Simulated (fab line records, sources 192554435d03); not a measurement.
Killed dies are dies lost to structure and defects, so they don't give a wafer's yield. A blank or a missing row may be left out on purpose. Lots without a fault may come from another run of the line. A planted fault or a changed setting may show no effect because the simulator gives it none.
Problem report in the 8D (eight disciplines) form, filled by code | flow n5_finfet | the parts of the form that need people (team, actions taken, sign-off) are left out

1. THE PROBLEM
spin_speed_rpm at N5_BEOL_M11_COAT_22 reads a mean of 1255.0 rpm on 6 wafers of 2 lots; wafers without a fault read 1500.2 rpm with a standard deviation of 0.95. That is -99 or more standard deviations from the usual mean.
The step: resist thk 90 nm.
First seen on wafer L560.2, day 14 04:17, on litho_track-05. The record holds 12 wafers of 4 lots with a number at this step. Rule for "out", or "out of limits": more than 4 standard deviations from the usual mean. The other wafers with a number count as sound.

2. WHAT IT IS AND WHAT IT IS NOT
question                    | is                     | is not
which readings at this step | spin_speed_rpm         | -
which lots                  | L560, L564             | L551, L567
which wafers of those lots  | all that have a number | -
read on which tools         | litho_track-05         | litho_track-03
when                        | from day 14 04:17      | up to then (3 sound wafers); but 3 sound wafers of L567 came after

3. SUSPECTS, AND WHAT RULES EACH OUT
Counting: a tool at a process step up to the reading stays a suspect if it ran every lot that is out and no sound lot after the first of them.
- litho_track-05 at N5_BEOL_M11_COAT_22 (resist thk 90 nm): kept. It ran every lot that is out, first L560 (day 14 04:17), and no sound lot after that; its last sound lot up to then is L551 (day 11 08:17). Its own readings are out on those wafers: spin_speed_rpm.
Left after counting: litho_track-05 at N5_BEOL_M11_COAT_22.

4. THE CAUSE (what the simulator had put in)
Process parameter drift: litho_track-05, from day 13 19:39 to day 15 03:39, at N5_BEOL_M11_COAT_22. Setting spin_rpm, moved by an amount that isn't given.
Counting left only this tool.

5. THE CHAIN OF EFFECTS, in route order
Each row: a reading whose mean over the struck wafers that have a number lies more than 3 standard deviations from the usual. Only readings for which the record gives a usual standard deviation are gone through. hours: the time from each lot's start at the first step in this table that gives one to its start at this step, as a median over the lots. sigmas: the change in usual standard deviations.
hours | step                | reading        | usual      | on struck wafers | change | sigmas
0     | N5_BEOL_M11_COAT_22 | spin_speed_rpm | 1500.2 rpm | 1255.0           | -245.2 | -99 or more
The process steps in it:
- N5_BEOL_M11_COAT_22: resist thk 90 nm.

6. WHAT WOULD HAVE CAUGHT IT SOONER
In this record the first reading out of limits was taken at day 14 04:17, 9 hours after the fault began at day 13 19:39.
